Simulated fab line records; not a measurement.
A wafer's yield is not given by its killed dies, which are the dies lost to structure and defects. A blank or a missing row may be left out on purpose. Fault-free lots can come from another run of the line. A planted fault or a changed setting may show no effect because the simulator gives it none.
Problem report, 8D (eight disciplines) form, completed by code -- flow n5-finfet -- the parts of the form that need people (team, actions taken, sign-off) are left out

## 1. PROBLEM STATEMENT
raw-defect-count at N5_BEOL_M1_INSPECT_59 reads a mean of 505 on 6 wafers of 2 lots; wafers without a fault read 71 with a standard deviation of 23. Relative to the usual mean, that is a shift of +19 standard deviations.
The step: inspects for defects (darkfield).
The first sign was on wafer L494.2 at day 10 05:42, on defect-inspect-01. At this step, 12 wafers from 4 lots have a number in the record. Rule for "out", or "out of limits": more than 4 standard deviations from the usual mean. Any other wafer with a number is counted as sound.

## 2. WHAT IT IS, WHAT IT ISN'T
question,is,is not
which readings at this step,raw-defect-count,-
which lots,"L494, L495","L480, L493"
which wafers of those lots,all that have a number,-
read on which gauges,"defect-inspect-01, defect-inspect-02",-
when,from day 10 05:42,up to then (3 sound wafers); but 3 sound wafers of L493 came after

## 3. WHAT RULES OUT EACH SUSPECT
Counting: a tool at a process step up to the reading stays a suspect if it ran every lot that is out and no sound lot after the first of them.
- the gauge at N5_BEOL_M1_INSPECT_59 has been ruled out. 2 gauges (defect-inspect-01, defect-inspect-02) read the wafers that are out.
- pecvd-01 at N5_BEOL_M1_PRE_CLEAN_56 (time 15 s): kept. All lots that are out passed through it, beginning with L494 at day 10 05:35, and no sound lot followed; its final sound lot before that point was L480 at day 7 01:43.
Left after counting: pecvd-01 at N5_BEOL_M1_PRE_CLEAN_56.

## 4. THE CAUSE (what the simulator had put in)
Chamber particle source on pecvd-01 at N5_BEOL_M1_PRE_CLEAN_56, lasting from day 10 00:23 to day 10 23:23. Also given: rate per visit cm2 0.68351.
The count eliminated every tool but this one.

## 5. SEQUENCE OF EFFECTS, ordered by route
Each row: a reading whose mean over the struck wafers that have a number lies more than 3 standard deviations from the usual. Readings are gone through only where the record gives a usual standard deviation; hours: the median, over the lots, of the time from a lot's start at the first step in this table giving one to that lot's start at this step; sigmas: the change measured in usual standard deviations.
hours,step,reading,usual,on struck wafers,change,sigmas
0,N5_BEOL_M1_INSPECT_59,raw-defect-count,71,505,+434,+19
3,N5_BEOL_M2_INSPECT_13,raw-defect-count,385,772,+387,+5.0
153,N5_PASSIVATION_PROBE_49,defect-limited-yield,91.7 %,85.1,-6.6,-4.7
153,N5_PASSIVATION_PROBE_49,killed_at_M0_to_M3,31,117,+86,+7.8
153,N5_PASSIVATION_PROBE_49,killed-dies,98,176,+78,+4.9
153,N5_PASSIVATION_PROBE_49,sort_bin_5_function,4.9 %,9.6,+4.7,+4.9
153,N5_PASSIVATION_PROBE_49,sort-n-pass,1080,1003,-77,-3.4
153,N5_PASSIVATION_PROBE_49,sort-yield-pct,91.5 %,85.0,-6.5,-3.4
The process steps in it:
- N5_PASSIVATION_PROBE_49
Later steps that measure or inspect, where all struck wafers having a row at the step show a number for every such reading and not one has moved that far: N5_BEOL_M4_RC_MEAS_101.

## 6. WHAT WOULD HAVE CAUGHT IT SOONER
In this record the first reading out of limits at a measuring or inspecting step was taken at day 10 05:42, 5 hours after the fault began at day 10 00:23.
L495, from the lots that are out (2), started N5_BEOL_M1_PRE_CLEAN_56 on pecvd-01 later than day 10 05:42. Holding the tool at that time would have saved it.
